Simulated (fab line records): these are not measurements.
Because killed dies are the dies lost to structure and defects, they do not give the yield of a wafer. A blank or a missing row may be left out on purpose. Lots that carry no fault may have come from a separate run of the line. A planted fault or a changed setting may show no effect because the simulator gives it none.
Chamber matching	flow n5Finfet	N5_BEOL_M2_ETCH_64 on rieDiel-03: 4 sister chambers
The step etches SOC in N2/H2, target depth 75 nm, overetch 22.5 nm, time 121.9 s. 8 wafers are shown with their chamber, then 9 later ones without.

== WAFERS, EACH WITH ITS CHAMBER ==
wafer	chamber	showerheadPlenumPTorr (Torr)	drypumpMotorCurrentA (A)
L078.6	0	2.50	5.0
L079.4	2	2.66	5.5
L083.5	2	2.65	5.5
L084.4	3	2.43	6.0
L084.5	0	2.50	5.1
L087.3	1	2.50	6.3
L087.4	1	2.50	6.3
L087.6	3	2.43	6.0

== WAFERS MISSING THEIR CHAMBER ==
wafer	showerheadPlenumPTorr (Torr)	drypumpMotorCurrentA (A)
L088.1	2.65	5.5
L088.2	2.49	5.1
L088.6	2.65	5.5
L090.1	2.43	5.9
L090.2	2.49	6.4
L090.3	2.65	5.5
L096.1	2.64	5.5
L096.2	2.42	5.9
L096.5	2.42	5.9

== WHICH CHAMBER EACH ONE RAN IN ==
wafer	from the rows above	in truth
L088.1	2	2
L088.2	0	0
L088.6	2	2
L090.1	3	3
L090.2	1	1
L090.3	2	2
L096.1	2	2
L096.2	3	3
L096.5	3	3
Placed correctly: 9 of 9. From these rows, 0 cannot be placed. Number placed wrongly: 0.
How it was worked out, from the rows above alone: a wafer's distance from a chamber is the root of the sum, over the readings, of the square of ((its reading less the chamber's mean) divided by the reading's scatter). The wafer belongs to the nearest chamber; if the next one is less than 2 further off, it can't be placed. The mean given for a chamber averages the wafers shown for that chamber. The scatter: the root of (the sum of the squares of (reading less its chamber's mean) over the shown wafers, divided by (wafers less chambers)).
